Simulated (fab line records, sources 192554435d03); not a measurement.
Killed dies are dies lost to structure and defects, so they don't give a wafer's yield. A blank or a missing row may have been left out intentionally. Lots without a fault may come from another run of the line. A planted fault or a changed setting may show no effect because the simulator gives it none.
Which tool was responsible? :: flow n5 finfet :: 20 lots (60 wafers sampled), 1 step of a 1938-step route

WHAT THE GAUGES SHOWED, per wafer
N5_MOL_CONTACT_COAG_OVL_MEAS_41.
lot: L074
measured: day 5 13:58
on: overlay-01
VD_OVL (nm): 0.0 1.2 0.9

lot: L075
measured: day 5 17:41
on: overlay-01
VD_OVL (nm): 0.8 -0.5 0.1

lot: L076
measured: day 5 18:02
on: overlay-01
VD_OVL (nm): 0.3 1.0 0.6

lot: L078
measured: day 6 07:17
on: overlay-01
VD_OVL (nm): 1.1 0.3 0.8

lot: L077
measured: day 6 08:01
on: overlay-02
VD_OVL (nm): -0.3 -0.3 0.8

lot: L079
measured: day 6 16:38
on: overlay-01
VD_OVL (nm): 0.6 1.5 0.1

lot: L081
measured: day 7 01:07
on: overlay-01
VD_OVL (nm): -0.3 -0.7 -1.3

lot: L082
measured: day 7 07:05
on: overlay-01
VD_OVL (nm): -0.2 0.3 0.0

lot: L083
measured: day 7 12:32
on: overlay-02
VD_OVL (nm): 0.1 1.7 0.4

lot: L084
measured: day 7 19:57
on: overlay-02
VD_OVL (nm): 0.1 -0.4 -0.3

lot: L085
measured: day 8 02:19
on: overlay-01
VD_OVL (nm): 0.1 1.3 -0.1

lot: L088
measured: day 8 17:59
on: overlay-02
VD_OVL (nm): 0.4 -0.6 0.7

lot: L089
measured: day 9 01:31
on: overlay-01
VD_OVL (nm): -0.2 -0.4 -1.6

lot: L090
measured: day 9 06:35
on: overlay-02
VD_OVL (nm): -1.0 0.8 -0.8

lot: L091
measured: day 9 11:02
on: overlay-02
VD_OVL (nm): -0.6 -0.2 -1.2

lot: L092
measured: day 9 19:13
on: overlay-01
VD_OVL (nm): -0.1 -0.8 -0.1

lot: L093
measured: day 10 00:28
on: overlay-02
VD_OVL (nm): -0.6 1.3 -0.3

lot: L094
measured: day 10 08:49
on: overlay-02
VD_OVL (nm): 0.2 0.5 -0.7

lot: L095
measured: day 10 11:05
on: overlay-02
VD_OVL (nm): 0.7 1.5 0.6

lot: L097
measured: day 10 23:44
on: overlay-02
VD_OVL (nm): 0.1 -0.2 0.6

EACH LOT AND THE TOOL THAT RAN IT (in order: tool; ch and the chambers of the sampled wafers; start)
Before these readings, the record contains no process step.

AS READ BY THE TOOLS THEMSELVES (means over the sampled wafers that have a number; for cases with no such wafer, the mark the record gives instead)
The record holds no such reading with a usual standard deviation.

THE ANSWER, worked out from the rows above alone
Rule: the lots themselves supply what counts as usual. The widest of any qualifying gaps counts: lots, ordered by their means at a reading, are off when they make up no more than a third of the lots, leave a main group of 4 or more, and stand apart from it by 3 or more times the standard deviation of that group's means. If all means in a main group match to the digits the tables above print for the reading, that group is not used. A lot without any number at a reading at which 4 lots or more have one is off too. All remaining lots with rows at the step are treated as sound. The gauges are gone through in route order, then the tools' own readings, and for those a lot's mean is taken as printed above. At the first step where some lot is off, the reading lying furthest off is the one used; lots without a number count as furthest.
None of the lots is off at any reading shown; this tells nothing.

WHAT WAS PUT IN BY THE SIMULATOR
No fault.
